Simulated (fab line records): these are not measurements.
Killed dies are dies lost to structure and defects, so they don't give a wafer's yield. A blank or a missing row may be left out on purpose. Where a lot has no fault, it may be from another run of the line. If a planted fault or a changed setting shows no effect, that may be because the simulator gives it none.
fab line records / flow nand_harc
[record] lots = 6 wafers = 18 last_day = 32
route steps=1302 shown A_SGD_CUT@893 END@1302
lots with no fault: from the same line, run without faults
start_h: hours from the record's first day to the start of the lot's first wafer shown / wait_h: hours from the lot's prior step to this one / " repeats the value in the row above / L1.1+2: a single row standing in for several wafers / - no value present, or no start provided / * or withheld: withheld / < > ~ a bound
route shown NAME@n: names a module that has steps shown in the file, with the first one's number in the route / usual: mean/standard deviation of fault-free wafers / same: alike in all rows / chamber/n: place in a boat / sites: the reading at each site / _std_site: the standard deviation of these / _edge_site: the outer-site mean with the inner-site mean subtracted / radius_mm: for every site, how far away it sits from the centre of the wafer / mask NAME#n: copy n / behind: tool/chamber where the wafer was last shaped / hold: cause of the lot's hold/its duration in hours/its outcome / device: transistor that didn't switch, given as n, p or np / end of line: tests run on the same wafers once the route is complete / where a step has no rows: the recipe by itself / killed: dies lost to structure and defects at the first sort, not the wafer's yield / map: dies across one wafer; x = killed, . = not, _ = none there
set.NAME: setting as actually run; set.NAME@STEP: the setting as run at that earlier step / model.NAME: the simulator's own value behind a step, which no gauge read
certain route steps with their lots: each step a table, each wafer a row
services: when a tool's chamber went out of use (start_h, in hours from the record's first day, below 0 if earlier), for how many hours, and the reason
[[steps]]
[step NHARC_A_SGD_CUT_COAT_56]
[recipe] temp_c = 260 time_s = 75
[step NHARC_A_SGD_CUT_COAT_57]
[recipe] temp_c = 225 time_s = 65
[step NHARC_A_SGD_CUT_COAT_03]
[recipe] spin_rpm = 1500 resist_thk_nm = 90
[step NHARC_A_SGD_CUT_SOFTBAKE_04]
[recipe] temp_c = 105 time_s = 55
[step NHARC_A_SGD_CUT_EBR_05]
[step NHARC_A_SGD_CUT_EXPOSE_06]
[recipe] na = 1.35 dose_mj = 85.59 mask_id = SGD
[step NHARC_A_SGD_CUT_PEB_07]
[recipe] peb_temp_c = 100 peb_time_s = 65
[step NHARC_A_SGD_CUT_DEVELOP_08]
[recipe] develop_time_s = 35 dev_temp_c = 23
[step NHARC_A_SGD_CUT_CD_MEAS_09]
[recipe] target_cd_nm = 100 landing_energy_ev = 500
[usual] cd_nm = 100.0/0.51
lot.wafer=L309.1 tool=cd_sem-03 chamber=0 start_h=457.23 wait_h=- cd_nm=99.9
lot.wafer=L309.3 tool=cd_sem-03 chamber=0 start_h=457.23 wait_h=- cd_nm=100.7
lot.wafer=L309.5 tool=cd_sem-03 chamber=0 start_h=457.23 wait_h=- cd_nm=100.4
lot.wafer=L313.1 tool=cd_sem-03 chamber=0 start_h=497.10 wait_h=- cd_nm=100.4
lot.wafer=L313.3 tool=cd_sem-03 chamber=0 start_h=497.10 wait_h=- cd_nm=100.7
lot.wafer=L313.4 tool=cd_sem-03 chamber=0 start_h=497.10 wait_h=- cd_nm=99.6
lot.wafer=L317.2 tool=cd_sem-02 chamber=0 start_h=555.43 wait_h=- cd_nm=100.4
lot.wafer=L317.4 tool=cd_sem-02 chamber=0 start_h=555.43 wait_h=- cd_nm=100.9
lot.wafer=L317.6 tool=cd_sem-02 chamber=0 start_h=555.43 wait_h=- cd_nm=100.1
lot.wafer=L320.2 tool=cd_sem-03 chamber=0 start_h=579.70 wait_h=- cd_nm=100.1
lot.wafer=L320.4 tool=cd_sem-03 chamber=0 start_h=579.70 wait_h=- cd_nm=99.7
lot.wafer=L320.6 tool=cd_sem-03 chamber=0 start_h=579.70 wait_h=- cd_nm=99.9
lot.wafer=L321.1 tool=cd_sem-02 chamber=0 start_h=579.86 wait_h=- cd_nm=99.8
lot.wafer=L321.3 tool=cd_sem-02 chamber=0 start_h=579.86 wait_h=- cd_nm=99.7
lot.wafer=L321.5 tool=cd_sem-02 chamber=0 start_h=579.86 wait_h=- cd_nm=100.2
lot.wafer=L329.2 tool=cd_sem-03 chamber=0 start_h=651.31 wait_h=- cd_nm=99.7
lot.wafer=L329.4 tool=cd_sem-03 chamber=0 start_h=651.31 wait_h=- cd_nm=99.1
lot.wafer=L329.5 tool=cd_sem-03 chamber=0 start_h=651.31 wait_h=- cd_nm=99.3
[step NHARC_A_SGD_CUT_OVL_MEAS_10]
[usual] overlay_x_nm = -0.1/0.73 overlay_y_nm = 0.2/0.83
lot.wafer=L309.1 tool=overlay-02 chamber=- start_h=457.32 wait_h=- overlay_x_nm=0.2 overlay_y_nm=0.9
lot.wafer=L309.3 tool=overlay-02 chamber=- start_h=457.32 wait_h=- overlay_x_nm=0.7 overlay_y_nm=0.9
lot.wafer=L309.5 tool=overlay-02 chamber=- start_h=457.32 wait_h=- overlay_x_nm=0.2 overlay_y_nm=0.6
lot.wafer=L313.1 tool=overlay-01 chamber=- start_h=497.19 wait_h=- overlay_x_nm=-0.4 overlay_y_nm=-0.1
lot.wafer=L313.3 tool=overlay-01 chamber=- start_h=497.19 wait_h=- overlay_x_nm=-0.2 overlay_y_nm=0.4
lot.wafer=L313.4 tool=overlay-01 chamber=- start_h=497.19 wait_h=- overlay_x_nm=-0.5 overlay_y_nm=0.6
lot.wafer=L317.2 tool=overlay-02 chamber=- start_h=555.52 wait_h=- overlay_x_nm=1.1 overlay_y_nm=1.1
lot.wafer=L317.4 tool=overlay-02 chamber=- start_h=555.52 wait_h=- overlay_x_nm=0.9 overlay_y_nm=1.4
lot.wafer=L317.6 tool=overlay-02 chamber=- start_h=555.52 wait_h=- overlay_x_nm=1.5 overlay_y_nm=1.5
lot.wafer=L320.2 tool=overlay-02 chamber=- start_h=579.79 wait_h=- overlay_x_nm=-0.1 overlay_y_nm=1.3
lot.wafer=L320.4 tool=overlay-02 chamber=- start_h=579.79 wait_h=- overlay_x_nm=0.0 overlay_y_nm=0.2
lot.wafer=L320.6 tool=overlay-02 chamber=- start_h=579.79 wait_h=- overlay_x_nm=-0.2 overlay_y_nm=0.4
lot.wafer=L321.1 tool=overlay-01 chamber=- start_h=579.95 wait_h=- overlay_x_nm=1.1 overlay_y_nm=1.0
lot.wafer=L321.3 tool=overlay-01 chamber=- start_h=579.95 wait_h=- overlay_x_nm=0.8 overlay_y_nm=1.4
lot.wafer=L321.5 tool=overlay-01 chamber=- start_h=579.95 wait_h=- overlay_x_nm=0.6 overlay_y_nm=1.3
lot.wafer=L329.2 tool=overlay-02 chamber=- start_h=651.40 wait_h=- overlay_x_nm=0.5 overlay_y_nm=-0.1
lot.wafer=L329.4 tool=overlay-02 chamber=- start_h=651.40 wait_h=- overlay_x_nm=0.4 overlay_y_nm=-0.7
lot.wafer=L329.5 tool=overlay-02 chamber=- start_h=651.40 wait_h=- overlay_x_nm=0.1 overlay_y_nm=-0.1
[step NHARC_A_SGD_CUT_INSPECT_11]
[usual] raw_defect_count = 53/26
lot.wafer=L309.1 tool=defect_inspect-02 chamber=- start_h=457.35 wait_h=0.0 raw_defect_count=16
lot.wafer=L309.3 tool=defect_inspect-02 chamber=- start_h=457.35 wait_h=0.0 raw_defect_count=13
lot.wafer=L309.5 tool=defect_inspect-02 chamber=- start_h=457.35 wait_h=0.0 raw_defect_count=9
lot.wafer=L313.1 tool=defect_inspect-01 chamber=- start_h=497.23 wait_h=0.0 raw_defect_count=108
lot.wafer=L313.3 tool=defect_inspect-01 chamber=- start_h=497.23 wait_h=0.0 raw_defect_count=115
lot.wafer=L313.4 tool=defect_inspect-01 chamber=- start_h=497.23 wait_h=0.0 raw_defect_count=97
lot.wafer=L317.2 tool=defect_inspect-01 chamber=- start_h=555.55 wait_h=0.0 raw_defect_count=15
lot.wafer=L317.4 tool=defect_inspect-01 chamber=- start_h=555.55 wait_h=0.0 raw_defect_count=22
lot.wafer=L317.6 tool=defect_inspect-01 chamber=- start_h=555.55 wait_h=0.0 raw_defect_count=24
lot.wafer=L320.2 tool=defect_inspect-01 chamber=- start_h=579.83 wait_h=0.0 raw_defect_count=60
lot.wafer=L320.4 tool=defect_inspect-01 chamber=- start_h=579.83 wait_h=0.0 raw_defect_count=66
lot.wafer=L320.6 tool=defect_inspect-01 chamber=- start_h=579.83 wait_h=0.0 raw_defect_count=54
lot.wafer=L321.1 tool=defect_inspect-02 chamber=- start_h=579.99 wait_h=0.0 raw_defect_count=57
lot.wafer=L321.3 tool=defect_inspect-02 chamber=- start_h=579.99 wait_h=0.0 raw_defect_count=65
lot.wafer=L321.5 tool=defect_inspect-02 chamber=- start_h=579.99 wait_h=0.0 raw_defect_count=48
lot.wafer=L329.2 tool=defect_inspect-01 chamber=- start_h=651.43 wait_h=0.0 raw_defect_count=65
lot.wafer=L329.4 tool=defect_inspect-01 chamber=- start_h=651.43 wait_h=0.0 raw_defect_count=56
lot.wafer=L329.5 tool=defect_inspect-01 chamber=- start_h=651.43 wait_h=0.0 raw_defect_count=53
[step NHARC_A_SGD_CUT_DESCUM_14]
[recipe] time_s = 3 o2_flow_sccm = 200 ar_flow_sccm = 0 bias_power_w = 0 chemistry = O2
[usual] drypump_motor_current_A = 5.7/0.47 oes_product_au = 1.000/0.013 rf_vpp_V = 57.8/0.95 showerhead_plenum_p_Torr = 1.88/0.082 throttle_valve_pct = 11.311/0.0096
lot.wafer=L309.1 tool=rie_diel-09 chamber=3 start_h=457.41 wait_h=0.1 drypump_motor_current_A=5.7 oes_product_au=1.005 rf_hours_counter_h=13 rf_vpp_V=57.8 showerhead_plenum_p_Torr=1.80 throttle_valve_pct=11.315
lot.wafer=L309.3 tool=rie_diel-09 chamber=1 start_h=457.41 wait_h=0.1 drypump_motor_current_A=5.1 oes_product_au=0.992 rf_hours_counter_h=13 rf_vpp_V=57.6 showerhead_plenum_p_Torr=1.90 throttle_valve_pct=11.309
lot.wafer=L309.5 tool=rie_diel-09 chamber=0 start_h=457.41 wait_h=0.1 drypump_motor_current_A=6.0 oes_product_au=1.013 rf_hours_counter_h=- rf_vpp_V=57.2 showerhead_plenum_p_Torr=1.80 throttle_valve_pct=11.303
lot.wafer=L313.4 tool=rie_diel-05 chamber=3 start_h=497.29 wait_h=0.1 drypump_motor_current_A=6.1 oes_product_au=0.999 rf_hours_counter_h=5 rf_vpp_V=59.3 showerhead_plenum_p_Torr=2.01 throttle_valve_pct=11.317
lot.wafer=L313.1 tool=rie_diel-05 chamber=1 start_h=497.29 wait_h=0.1 drypump_motor_current_A=5.9 oes_product_au=1.019 rf_hours_counter_h=6 rf_vpp_V=58.3 showerhead_plenum_p_Torr=1.83 throttle_valve_pct=11.298
lot.wafer=L313.3 tool=rie_diel-05 chamber=2 start_h=497.29 wait_h=0.1 drypump_motor_current_A=5.3 oes_product_au=0.991 rf_hours_counter_h=5 rf_vpp_V=57.0 showerhead_plenum_p_Torr=1.80 throttle_valve_pct=11.295
lot.wafer=L317.4 tool=rie_diel-09 chamber=1 start_h=555.61 wait_h=0.1 drypump_motor_current_A=5.1 oes_product_au=1.003 rf_hours_counter_h=5 rf_vpp_V=56.3 showerhead_plenum_p_Torr=1.90 throttle_valve_pct=11.315
lot.wafer=L317.2 tool=rie_diel-09 chamber=0 start_h=555.61 wait_h=0.1 drypump_motor_current_A=6.0 oes_product_au=0.993 rf_hours_counter_h=5 rf_vpp_V=56.7 showerhead_plenum_p_Torr=1.79 throttle_valve_pct=11.308
lot.wafer=L317.6 tool=rie_diel-09 chamber=2 start_h=555.61 wait_h=0.1 drypump_motor_current_A=5.1 oes_product_au=0.997 rf_hours_counter_h=- rf_vpp_V=58.1 showerhead_plenum_p_Torr=1.90 throttle_valve_pct=11.311
lot.wafer=L320.4 tool=rie_diel-09 chamber=0 start_h=579.89 wait_h=0.1 drypump_motor_current_A=6.0 oes_product_au=0.999 rf_hours_counter_h=7 rf_vpp_V=58.9 showerhead_plenum_p_Torr=1.79 throttle_valve_pct=11.315
lot.wafer=L320.2 tool=rie_diel-09 chamber=3 start_h=579.89 wait_h=0.1 drypump_motor_current_A=5.7 oes_product_au=0.997 rf_hours_counter_h=7 rf_vpp_V=56.9 showerhead_plenum_p_Torr=1.80 throttle_valve_pct=11.308
lot.wafer=L320.6 tool=rie_diel-09 chamber=0 start_h=579.89 wait_h=0.1 drypump_motor_current_A=6.0 oes_product_au=0.990 rf_hours_counter_h=- rf_vpp_V=58.2 showerhead_plenum_p_Torr=1.79 throttle_valve_pct=11.303
lot.wafer=L321.1 tool=rie_diel-05 chamber=2 start_h=580.05 wait_h=0.1 drypump_motor_current_A=5.2 oes_product_au=1.008 rf_hours_counter_h=12 rf_vpp_V=58.2 showerhead_plenum_p_Torr=1.80 throttle_valve_pct=11.302
lot.wafer=L321.3 tool=rie_diel-05 chamber=0 start_h=580.05 wait_h=0.1 drypump_motor_current_A=5.0 oes_product_au=1.003 rf_hours_counter_h=11 rf_vpp_V=57.3 showerhead_plenum_p_Torr=1.80 throttle_valve_pct=11.306
lot.wafer=L321.5 tool=rie_diel-05 chamber=2 start_h=580.05 wait_h=0.1 drypump_motor_current_A=5.2 oes_product_au=1.005 rf_hours_counter_h=- rf_vpp_V=56.6 showerhead_plenum_p_Torr=1.80 throttle_valve_pct=11.319
lot.wafer=L329.4 tool=rie_diel-06 chamber=1 start_h=651.49 wait_h=0.1 drypump_motor_current_A=5.4 oes_product_au=1.002 rf_hours_counter_h=8 rf_vpp_V=57.0 showerhead_plenum_p_Torr=2.02 throttle_valve_pct=11.295
lot.wafer=L329.2 tool=rie_diel-06 chamber=0 start_h=651.49 wait_h=0.1 drypump_motor_current_A=5.7 oes_product_au=1.001 rf_hours_counter_h=7 rf_vpp_V=57.6 showerhead_plenum_p_Torr=1.91 throttle_valve_pct=11.303
lot.wafer=L329.5 tool=rie_diel-06 chamber=1 start_h=651.49 wait_h=0.1 drypump_motor_current_A=5.4 oes_product_au=0.988 rf_hours_counter_h=- rf_vpp_V=58.4 showerhead_plenum_p_Torr=2.01 throttle_valve_pct=11.318
[step NHARC_A_SGD_CUT_ETCH_58]
[recipe] target_depth_a = 390 over_etch_frac = 0.3 time_s = 65 ion_energy_ev = 80 cf4_flow_sccm = 150 ar_flow_sccm = 0 rf_w = 300 bias_w = 100 chemistry = CF4
[usual] drypump_motor_current_A = 5.7/0.49 oes_product_au = 1.000/0.012 rf_vpp_V = 150.9/1 showerhead_plenum_p_Torr = 1.74/0.069 throttle_valve_pct = 13.285/0.0098
lot.wafer=L309.1 tool=rie_diel-09 chamber=3 start_h=457.51 wait_h=0.1 drypump_motor_current_A=5.7 oes_product_au=1.014 rf_hours_counter_h=13 rf_vpp_V=149.5 showerhead_plenum_p_Torr=1.67 throttle_valve_pct=13.275
lot.wafer=L309.3 tool=rie_diel-09 chamber=0 start_h=457.51 wait_h=0.1 drypump_motor_current_A=6.0 oes_product_au=1.001 rf_hours_counter_h=13 rf_vpp_V=148.7 showerhead_plenum_p_Torr=1.67 throttle_valve_pct=13.275
lot.wafer=L309.5 tool=rie_diel-09 chamber=2 start_h=457.51 wait_h=0.1 drypump_motor_current_A=5.1 oes_product_au=1.000 rf_hours_counter_h=- rf_vpp_V=150.0 showerhead_plenum_p_Torr=1.76 throttle_valve_pct=13.283
lot.wafer=L313.3 tool=rie_diel-05 chamber=0 start_h=497.38 wait_h=0.1 drypump_motor_current_A=5.0 oes_product_au=1.013 rf_hours_counter_h=6 rf_vpp_V=150.1 showerhead_plenum_p_Torr=1.67 throttle_valve_pct=13.282
lot.wafer=L313.4 tool=rie_diel-05 chamber=1 start_h=497.38 wait_h=0.1 drypump_motor_current_A=5.9 oes_product_au=1.014 rf_hours_counter_h=6 rf_vpp_V=150.2 showerhead_plenum_p_Torr=1.69 throttle_valve_pct=13.285
lot.wafer=L313.1 tool=rie_diel-05 chamber=2 start_h=497.38 wait_h=0.1 drypump_motor_current_A=5.2 oes_product_au=0.989 rf_hours_counter_h=5 rf_vpp_V=150.5 showerhead_plenum_p_Torr=1.68 throttle_valve_pct=13.260
lot.wafer=L317.4 tool=rie_diel-09 chamber=2 start_h=555.71 wait_h=0.1 drypump_motor_current_A=5.1 oes_product_au=0.843 rf_hours_counter_h=5 rf_vpp_V=150.7 showerhead_plenum_p_Torr=1.76 throttle_valve_pct=13.299
lot.wafer=L317.2 tool=rie_diel-09 chamber=3 start_h=555.71 wait_h=0.1 drypump_motor_current_A=5.7 oes_product_au=0.851 rf_hours_counter_h=5 rf_vpp_V=149.6 showerhead_plenum_p_Torr=1.67 throttle_valve_pct=13.300
lot.wafer=L317.6 tool=rie_diel-09 chamber=1 start_h=555.71 wait_h=0.1 drypump_motor_current_A=5.1 oes_product_au=0.857 rf_hours_counter_h=- rf_vpp_V=151.1 showerhead_plenum_p_Torr=1.76 throttle_valve_pct=13.284
lot.wafer=L320.2 tool=rie_diel-09 chamber=2 start_h=579.98 wait_h=0.1 drypump_motor_current_A=5.1 oes_product_au=0.849 rf_hours_counter_h=7 rf_vpp_V=151.3 showerhead_plenum_p_Torr=1.75 throttle_valve_pct=13.285
lot.wafer=L320.4 tool=rie_diel-09 chamber=3 start_h=579.98 wait_h=0.1 drypump_motor_current_A=5.7 oes_product_au=0.847 rf_hours_counter_h=7 rf_vpp_V=148.9 showerhead_plenum_p_Torr=1.67 throttle_valve_pct=13.277
lot.wafer=L320.6 tool=rie_diel-09 chamber=2 start_h=579.98 wait_h=0.1 drypump_motor_current_A=5.2 oes_product_au=0.854 rf_hours_counter_h=- rf_vpp_V=150.6 showerhead_plenum_p_Torr=1.75 throttle_valve_pct=13.281
lot.wafer=L321.1 tool=rie_diel-05 chamber=1 start_h=580.14 wait_h=0.1 drypump_motor_current_A=5.9 oes_product_au=1.023 rf_hours_counter_h=11 rf_vpp_V=150.6 showerhead_plenum_p_Torr=1.69 throttle_valve_pct=13.292
lot.wafer=L321.3 tool=rie_diel-05 chamber=3 start_h=580.14 wait_h=0.1 drypump_motor_current_A=6.1 oes_product_au=0.993 rf_hours_counter_h=12 rf_vpp_V=153.4 showerhead_plenum_p_Torr=1.85 throttle_valve_pct=13.282
lot.wafer=L321.5 tool=rie_diel-05 chamber=1 start_h=580.14 wait_h=0.1 drypump_motor_current_A=5.9 oes_product_au=1.028 rf_hours_counter_h=- rf_vpp_V=150.5 showerhead_plenum_p_Torr=1.69 throttle_valve_pct=13.274
lot.wafer=L329.2 tool=rie_diel-06 chamber=0 start_h=651.58 wait_h=0.1 drypump_motor_current_A=5.7 oes_product_au=1.008 rf_hours_counter_h=7 rf_vpp_V=151.9 showerhead_plenum_p_Torr=1.77 throttle_valve_pct=13.279
lot.wafer=L329.4 tool=rie_diel-06 chamber=1 start_h=651.58 wait_h=0.1 drypump_motor_current_A=5.4 oes_product_au=0.992 rf_hours_counter_h=8 rf_vpp_V=153.0 showerhead_plenum_p_Torr=1.86 throttle_valve_pct=13.270
lot.wafer=L329.5 tool=rie_diel-06 chamber=1 start_h=651.58 wait_h=0.1 drypump_motor_current_A=5.4 oes_product_au=0.991 rf_hours_counter_h=- rf_vpp_V=152.7 showerhead_plenum_p_Torr=1.86 throttle_valve_pct=13.287
[step NHARC_A_SGD_CUT_ETCH_59]
[recipe] target_depth_a = 2600 over_etch_frac = 0.25 time_s = 406.25 ion_energy_ev = 200 n2_flow_sccm = 150 h2_flow_sccm = 150 ar_flow_sccm = 0 rf_w = 400 bias_w = 150 chemistry = N2/H2
[usual] drypump_motor_current_A = 5.7/0.46 h2_flow_sccm = 150.0/0.49 oes_product_au = 0.999/0.013 rf_vpp_V = 429.7/2.6 showerhead_plenum_p_Torr = 2.01/0.091 throttle_valve_pct = 14.172/0.0097
lot.wafer=L309.3 tool=rie_diel-09 chamber=3 start_h=- wait_h=- drypump_motor_current_A=5.7 h2_flow_sccm=150.4 oes_product_au=1.013 rf_hours_counter_h=13 rf_vpp_V=426.8 showerhead_plenum_p_Torr=1.92 throttle_valve_pct=14.138
lot.wafer=L309.1 tool=rie_diel-09 chamber=1 start_h=- wait_h=- drypump_motor_current_A=5.1 h2_flow_sccm=149.3 oes_product_au=0.990 rf_hours_counter_h=13 rf_vpp_V=429.4 showerhead_plenum_p_Torr=2.03 throttle_valve_pct=14.157
lot.wafer=L309.5 tool=rie_diel-09 chamber=3 start_h=- wait_h=- drypump_motor_current_A=5.7 h2_flow_sccm=151.0 oes_product_au=1.003 rf_hours_counter_h=- rf_vpp_V=426.5 showerhead_plenum_p_Torr=1.92 throttle_valve_pct=14.177
lot.wafer=L313.4 tool=rie_diel-05 chamber=1 start_h=- wait_h=- drypump_motor_current_A=5.9 h2_flow_sccm=149.8 oes_product_au=1.029 rf_hours_counter_h=6 rf_vpp_V=429.0 showerhead_plenum_p_Torr=1.95 throttle_valve_pct=14.168
lot.wafer=L313.1 tool=rie_diel-05 chamber=2 start_h=- wait_h=- drypump_motor_current_A=5.2 h2_flow_sccm=150.0 oes_product_au=1.010 rf_hours_counter_h=5 rf_vpp_V=427.0 showerhead_plenum_p_Torr=1.92 throttle_valve_pct=14.170
lot.wafer=L313.3 tool=rie_diel-05 chamber=0 start_h=- wait_h=- drypump_motor_current_A=5.0 h2_flow_sccm=150.2 oes_product_au=1.018 rf_hours_counter_h=6 rf_vpp_V=427.0 showerhead_plenum_p_Torr=1.91 throttle_valve_pct=14.167
lot.wafer=L317.2 tool=rie_diel-09 chamber=0 start_h=- wait_h=- drypump_motor_current_A=6.0 h2_flow_sccm=150.7 oes_product_au=1.000 rf_hours_counter_h=5 rf_vpp_V=427.6 showerhead_plenum_p_Torr=1.91 throttle_valve_pct=14.165
lot.wafer=L317.4 tool=rie_diel-09 chamber=1 start_h=- wait_h=- drypump_motor_current_A=5.1 h2_flow_sccm=149.4 oes_product_au=0.993 rf_hours_counter_h=5 rf_vpp_V=429.6 showerhead_plenum_p_Torr=2.03 throttle_valve_pct=14.168
lot.wafer=L317.6 tool=rie_diel-09 chamber=3 start_h=- wait_h=- drypump_motor_current_A=5.7 h2_flow_sccm=149.2 oes_product_au=1.003 rf_hours_counter_h=- rf_vpp_V=426.0 showerhead_plenum_p_Torr=1.91 throttle_valve_pct=14.158
lot.wafer=L320.2 tool=rie_diel-09 chamber=0 start_h=- wait_h=- drypump_motor_current_A=5.9 h2_flow_sccm=150.5 oes_product_au=1.005 rf_hours_counter_h=7 rf_vpp_V=427.0 showerhead_plenum_p_Torr=1.91 throttle_valve_pct=14.159
lot.wafer=L320.4 tool=rie_diel-09 chamber=2 start_h=- wait_h=- drypump_motor_current_A=5.1 h2_flow_sccm=150.0 oes_product_au=1.001 rf_hours_counter_h=7 rf_vpp_V=430.1 showerhead_plenum_p_Torr=2.02 throttle_valve_pct=14.179
lot.wafer=L320.6 tool=rie_diel-09 chamber=0 start_h=- wait_h=- drypump_motor_current_A=5.9 h2_flow_sccm=150.4 oes_product_au=0.995 rf_hours_counter_h=- rf_vpp_V=427.8 showerhead_plenum_p_Torr=1.91 throttle_valve_pct=14.191
lot.wafer=L321.3 tool=rie_diel-05 chamber=3 start_h=- wait_h=- drypump_motor_current_A=6.1 h2_flow_sccm=149.3 oes_product_au=0.991 rf_hours_counter_h=12 rf_vpp_V=433.5 showerhead_plenum_p_Torr=2.14 throttle_valve_pct=14.175
lot.wafer=L321.1 tool=rie_diel-05 chamber=0 start_h=- wait_h=- drypump_motor_current_A=5.0 h2_flow_sccm=149.4 oes_product_au=1.011 rf_hours_counter_h=11 rf_vpp_V=426.5 showerhead_plenum_p_Torr=1.91 throttle_valve_pct=14.182
lot.wafer=L321.5 tool=rie_diel-05 chamber=0 start_h=- wait_h=- drypump_motor_current_A=5.0 h2_flow_sccm=149.6 oes_product_au=1.003 rf_hours_counter_h=- rf_vpp_V=427.9 showerhead_plenum_p_Torr=1.91 throttle_valve_pct=14.173
lot.wafer=L329.2 tool=rie_diel-06 chamber=0 start_h=- wait_h=- drypump_motor_current_A=5.7 h2_flow_sccm=149.5 oes_product_au=0.995 rf_hours_counter_h=8 rf_vpp_V=430.4 showerhead_plenum_p_Torr=2.04 throttle_valve_pct=14.169
lot.wafer=L329.4 tool=rie_diel-06 chamber=3 start_h=- wait_h=- drypump_motor_current_A=5.8 h2_flow_sccm=150.2 oes_product_au=0.985 rf_hours_counter_h=7 rf_vpp_V=432.1 showerhead_plenum_p_Torr=2.12 throttle_valve_pct=14.169
lot.wafer=L329.5 tool=rie_diel-06 chamber=1 start_h=- wait_h=- drypump_motor_current_A=5.5 h2_flow_sccm=149.9 oes_product_au=0.995 rf_hours_counter_h=- rf_vpp_V=433.2 showerhead_plenum_p_Torr=2.15 throttle_valve_pct=14.165
[step NHARC_END_SORT_01]
[recipe] temp_c = 25
[usual] killed_at_array = 55/20 killed_at_other = 1.2/1.3 killed_at_periphery = 4.0/3 killed_dies = 60/21 killed_open = 3.2/1.9 killed_short = 2.5/1.6
[same] gross_dies = 677
lot.wafer=L317.2 tool=prober-02 chamber=0 start_h=685.50 wait_h=2.8 killed_at_array=44 killed_at_other=2 killed_at_periphery=4 killed_dies=50 killed_open=2 killed_short=2
lot.wafer=L317.4 tool=prober-02 chamber=0 start_h=687.11 wait_h=3.4 killed_at_array=30 killed_at_other=1 killed_at_periphery=0 killed_dies=31 killed_open=4 killed_short=3
lot.wafer=L317.6 tool=prober-02 chamber=0 start_h=688.72 wait_h=4.0 killed_at_array=26 killed_at_other=1 killed_at_periphery=4 killed_dies=31 killed_open=2 killed_short=1
lot.wafer=L320.2 tool=prober-02 chamber=0 start_h=702.30 wait_h=2.8 killed_at_array=86 killed_at_other=0 killed_at_periphery=6 killed_dies=92 killed_open=2 killed_short=2
lot.wafer=L320.4 tool=prober-02 chamber=0 start_h=703.91 wait_h=3.4 killed_at_array=77 killed_at_other=2 killed_at_periphery=5 killed_dies=84 killed_open=2 killed_short=2
lot.wafer=L320.6 tool=prober-02 chamber=0 start_h=705.51 wait_h=4.0 killed_at_array=109 killed_at_other=1 killed_at_periphery=4 killed_dies=114 killed_open=5 killed_short=3
// killed by level:class
L317.2 A_SGD_CUT:area_etch=23 A_CHANNEL_HOLE_D1:chamber_film_flake=7 A_CONTACT:chamber_film_flake=5 A_STAIRCASE:chamber_film_flake=3 P_STI:chamber_film_flake=2 A_CHANNEL_HOLE_D2:chamber_film_flake=2 THIN_TSV:chamber_film_flake=2 P_M2:geometric_particle:open=1
L317.4 A_CHANNEL_HOLE_D1:chamber_film_flake=9 A_CHANNEL_HOLE_D2:chamber_film_flake=4 A_STAIRCASE:chamber_film_flake=3 A_SGD_CUT:area_etch=3 A_CONTACT:chamber_film_flake=2 A_CHANNEL_FILL_D1:geometric_particle:open=1 A_DECK1_JOINT:geometric_particle:open=1 A_CHANNEL_FILL_D2:geometric_particle:short=1
L317.6 A_CHANNEL_HOLE_D1:chamber_film_flake=7 A_CHANNEL_HOLE_D2:chamber_film_flake=4 A_SLIT:chamber_film_flake=4 A_CONTACT:chamber_film_flake=3 A_SGD_CUT:area_etch=3 A_STAIRCASE:chamber_film_flake=2 P_CONTACT:geometric_particle:open=1 A_WL_FILL:geometric_particle:short=1
L320.2 A_SLIT:chamber_film_flake=34 A_CHANNEL_HOLE_D1:chamber_film_flake=33 A_SGD_CUT:area_etch=6 A_STAIRCASE:chamber_film_flake=5 P_GATE:chamber_film_flake=4 P_M1:chamber_film_flake=2 A_DECK1_JOINT:geometric_particle:short=1 A_WL_FILL:geometric_particle:short=1
L320.4 A_SLIT:chamber_film_flake=34 A_CHANNEL_HOLE_D1:chamber_film_flake=30 A_SGD_CUT:area_etch=5 A_CHANNEL_FILL_D2:chamber_film_flake=3 P_GATE:chamber_film_flake=2 THIN_TSV:chamber_film_flake=2 P_GATE:geometric_particle:open=1 A_CHANNEL_FILL_D1:geometric_particle:short=1
L320.6 A_SLIT:chamber_film_flake=33 A_CHANNEL_HOLE_D1:chamber_film_flake=33 A_SGD_CUT:area_etch=32 A_CONTACT:chamber_film_flake=4 P_GATE:geometric_particle:open=1 P_M0:geometric_particle:short=1 P_M0:geometric_particle:open=1 A_SOURCE_PLATE:geometric_particle:short=1
[[services]]
tool=rie_diel-09 chamber=3 start_h=433.59 hours=10.2 kind=repair
tool=rie_diel-06 chamber=1 start_h=445.81 hours=23.1 kind=repair
tool=rie_diel-09 chamber=0 start_h=451.60 hours=- kind=clean
tool=rie_diel-09 chamber=1 start_h=451.60 hours=- kind=clean
tool=rie_diel-09 chamber=2 start_h=451.60 hours=- kind=clean
tool=rie_diel-09 chamber=3 start_h=451.60 hours=- kind=clean
tool=rie_diel-09 chamber=0 start_h=476.10 hours=- kind=clean
tool=rie_diel-09 chamber=1 start_h=476.10 hours=- kind=clean
tool=rie_diel-09 chamber=2 start_h=476.10 hours=- kind=clean
tool=rie_diel-09 chamber=3 start_h=476.10 hours=- kind=clean
tool=rie_diel-06 chamber=- start_h=484.20 hours=9.0 kind=pm
tool=rie_diel-09 chamber=- start_h=497.10 hours=9.0 kind=pm
tool=rie_diel-09 chamber=0 start_h=497.10 hours=9.0 kind=vent_cycle
tool=rie_diel-09 chamber=1 start_h=497.10 hours=9.0 kind=vent_cycle
tool=rie_diel-09 chamber=2 start_h=497.10 hours=9.0 kind=vent_cycle
tool=rie_diel-09 chamber=1 start_h=550.33 hours=3.0 kind=repair
tool=rie_diel-06 chamber=1 start_h=571.26 hours=2.4 kind=repair
tool=rie_diel-05 chamber=0 start_h=571.64 hours=6.3 kind=repair
tool=rie_diel-05 chamber=- start_h=583.60 hours=9.0 kind=pm
tool=rie_diel-09 chamber=0 start_h=593.24 hours=2.8 kind=repair
tool=rie_diel-05 chamber=- start_h=602.54 hours=0.4 kind=repair
tool=rie_diel-06 chamber=3 start_h=615.60 hours=3.8 kind=repair
tool=rie_diel-06 chamber=2 start_h=636.67 hours=9.8 kind=repair
tool=rie_diel-05 chamber=1 start_h=638.40 hours=4.0 kind=repair
[[key]]
[first_sign] step = NHARC_A_SGD_CUT_ETCH_58 reading = oes_product_au direction = down sigmas = 12 usual = 1.000 struck = 0.850
effect none on later readings
met_at NHARC_A_SGD_CUT_ETCH_58
struck_wafers L317.2,L317.4,L317.6,L320.2,L320.4,L320.6
tester_left_out L317,L320
onset_between 457.51 555.71
[fault] kind = process_parameter_drift tool = rie_diel-09 chamber = - onset_h = 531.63 steps = NHARC_A_SGD_CUT_ETCH_58 channel = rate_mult offset = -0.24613 shape = step end_h = 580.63
// tester_left_out: of these lots the tester's yield and bins aren't shown, on N5 and GAA mostly nor the transistor test; their killed dies are dies lost to structure and defects alone, not to doping, threshold or leakage, so they don't give the yield
